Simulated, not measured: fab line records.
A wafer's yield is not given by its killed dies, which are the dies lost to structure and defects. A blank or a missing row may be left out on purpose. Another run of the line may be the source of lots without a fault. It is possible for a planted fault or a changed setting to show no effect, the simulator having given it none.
2 desks looking at one fault | flow nandHarc | only its own numbers are on each desk; what lay behind them is given at the end

== TOOL OWNER'S DESK, rieDiel-08 ==
The tool's own readings at NHARC_P_BONDPAD_ETCH_12 (etches the open film in CHF3/O2, target depth 200 nm, time 100 s): means of the sampled wafers that have a number, for each lot that ran on this tool. The brackets show how far a lot's mean lies from the usual mean; more than 4 standard deviations puts the lot out of limits, marked OUT. Readings shown: 7 out of 8 (the first out of limits, and those lying furthest out on some lot).
Columns: A = biasW at NHARC_P_BONDPAD_ETCH_12, usual 199.9 W; B = chamberPressureMTorr at NHARC_P_BONDPAD_ETCH_12, usual 25.000 mTorr; C = drypumpMotorCurrentA at NHARC_P_BONDPAD_ETCH_12, usual 5.7 A; D = oesProductAu at NHARC_P_BONDPAD_ETCH_12, usual 0.948 a.u.; E = rfFwdPowerW at NHARC_P_BONDPAD_ETCH_12, usual 497.3 W; F = showerheadPlenumPTorr at NHARC_P_BONDPAD_ETCH_12, usual 2.38 Torr; G = throttleValvePct at NHARC_P_BONDPAD_ETCH_12, usual 20.572 %
lot  | first seen here | A     | B      | C   | D                | E               | F    | G
L281 | day 6 18:01     | 199.8 | 25.006 | 5.8 | 0.970            | 496.1           | 2.33 | 20.566
L282 | day 6 23:34     | 200.2 | 24.983 | 5.8 | 0.967            | 496.4           | 2.34 | 20.576
L284 | day 7 10:36     | 200.9 | 24.997 | 6.2 | 0.925            | 496.2           | 2.42 | 20.573
L289 | day 8 12:13     | 199.8 | 25.028 | 5.8 | 1.053 (+4.6) OUT | 562.1 (+40) OUT | 2.43 | 20.577
L299 | day 10 16:22    | 200.6 | 25.009 | 5.8 | 0.942            | 497.4           | 2.44 | 20.584
L298 | day 10 16:55    | 200.0 | 24.999 | 6.1 | 0.929            | 498.4           | 2.52 | 20.574
L301 | day 11 02:46    | 200.0 | 25.003 | 5.8 | 0.935            | 495.9           | 2.34 | 20.575
L300 | day 11 04:17    | 199.7 | 24.990 | 5.4 | 0.973            | 497.7           | 2.34 | 20.583
L302 | day 11 10:42    | 200.3 | 24.979 | 5.8 | 0.929            | 497.3           | 2.44 | 20.576
L304 | day 12 10:52    | 200.0 | 24.998 | 5.8 | 0.924            | 497.4           | 2.43 | 20.571
This desk finds L289 out of limits, L289 being first, at day 8 12:13 (oesProductAu at NHARC_P_BONDPAD_ETCH_12). Within limits: L281, L282, L284, L299, L298, L301, L300, L302, L304.

== FROM THE METROLOGY DESK ==
Lot by lot, what the gauges showed, no matter which tool ran the lot: averages of those sampled wafers that carry a number. The brackets show how far a lot's mean lies from the usual mean; more than 4 standard deviations puts the lot out of limits, marked OUT.
Columns: A = thkNm at NHARC_P_BONDPAD_THK_MEAS_33, usual 200.1 nm; B = cdNm at NHARC_P_BONDPAD_CD_MEAS_09, usual 499.7 nm
lot  | first seen here | A     | B
L281 | day 6 16:59     | 200.2 | 497.2
L282 | day 6 22:44     | 200.9 | 498.9
L284 | day 7 09:38     | 199.4 | 498.7
L289 | day 8 11:15     | 200.6 | 500.0
L297 | day 10 14:22    | 200.1 | 499.0
L299 | day 10 15:17    | 200.0 | 498.5
L298 | day 10 15:59    | 200.1 | 499.0
L301 | day 11 01:55    | 198.1 | 498.5
L300 | day 11 03:19    | 200.0 | 500.9
L302 | day 11 09:51    | 200.0 | 500.9
L304 | day 12 10:00    | 200.3 | 500.5
This desk's finding: nothing out of limits on any of the 11 lots.

== ALL TOGETHER ==
The tool owner's desk had the chance to raise an alarm at day 8 12:13 on L289.
The metrology desk saw nothing out of limits.
The metrology desk holds a record of L289, inside its limits.
Of the lots named, all ran NHARC_P_BONDPAD_ETCH_12 on rieDiel-08.

== WHAT WAS PUT IN BY THE SIMULATOR ==
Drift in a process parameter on rieDiel-08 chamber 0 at NHARC_P_BONDPAD_ETCH_12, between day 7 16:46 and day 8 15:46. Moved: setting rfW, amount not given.
Struck lots among those shown: L289.
Hours from the fault's start to each desk's first reading out of limits: the tool owner's desk, 19.
